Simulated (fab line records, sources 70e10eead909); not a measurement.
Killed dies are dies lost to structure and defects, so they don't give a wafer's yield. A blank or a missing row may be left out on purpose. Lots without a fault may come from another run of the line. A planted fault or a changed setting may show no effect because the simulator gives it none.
Chamber matching | flow nand_harc | NHARC_P_CONTACT_DEP_30 on pecvd-03: 3 sister chambers
The step deposits SiNx, target thk 30 nm. 18 wafers are shown with their chamber, then 9 later ones without.

WAFERS WITH THEIR CHAMBER
wafer  | chamber | heater_power_w (W) | susceptor_temp_C (C)
L074.1 | 2       | 667                | 399.89
L074.2 | 0       | 671                | 400.40
L074.5 | 0       | 668                | 399.90
L076.3 | 2       | 647                | 399.52
L076.4 | 0       | 527                | 399.92
L076.5 | 1       | 652                | 399.81
L079.1 | 2       | 757                | 400.31
L079.4 | 0       | 622                | 400.42
L079.5 | 2       | 752                | 399.83
L083.1 | 0       | 609                | 399.81
L083.2 | 2       | 723                | 400.01
L083.4 | 0       | 601                | 400.07
L084.4 | 0       | 654                | 400.09
L084.5 | 2       | 637                | 399.92
L084.6 | 1       | 763                | 399.49
L088.1 | 0       | 650                | 399.80
L088.3 | 1       | 799                | 400.00
L088.5 | 2       | 715                | 400.01

SIGNATURES (means of the wafers above)
reading          | chamber 0 | chamber 1 | chamber 2 | scatter within a chamber
heater_power_w   | 625.25    | 738.00    | 699.71    | 53
susceptor_temp_C | 400.0512  | 399.7667  | 399.9271  | 0.244
Rule: a wafer's distance from a chamber is the root of the sum, over the readings, of the square of ((its reading less the chamber's mean) divided by the reading's scatter). The wafer belongs to the nearest chamber; if the next one is less than 2 further off, it can't be placed. The scatter: the root of (the sum of the squares of (reading less its chamber's mean) over the shown wafers, divided by (wafers less chambers)).

WAFERS WITHOUT THEIR CHAMBER
wafer  | heater_power_w (W) | susceptor_temp_C (C)
L090.1 | 759                | 400.20
L090.3 | 612                | 400.01
L090.6 | 596                | 400.00
L092.1 | 627                | 399.86
L092.2 | 751                | 400.18
L092.3 | 741                | 399.88
L097.3 | 677                | 399.71
L097.4 | 646                | 399.96
L097.6 | 564                | 400.14

WHICH CHAMBER EACH WENT THROUGH
wafer  | from the rows above          | in truth
L090.1 | can't be placed: 2 or 1 or 0 | 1
L090.3 | can't be placed: 0 or 2      | 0
L090.6 | can't be placed: 0 or 2      | 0
L092.1 | can't be placed: 0 or 2 or 1 | 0
L092.2 | can't be placed: 2 or 1 or 0 | 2
L092.3 | can't be placed: 1 or 2 or 0 | 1
L097.3 | can't be placed: 2 or 1 or 0 | 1
L097.4 | can't be placed: 0 or 2 or 1 | 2
L097.6 | can't be placed: 0 or 2      | 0
Placed correctly: 0 of 9. Can't be placed from these rows: 9 (the true chamber is among the candidates in 9). Placed wrongly: 0.
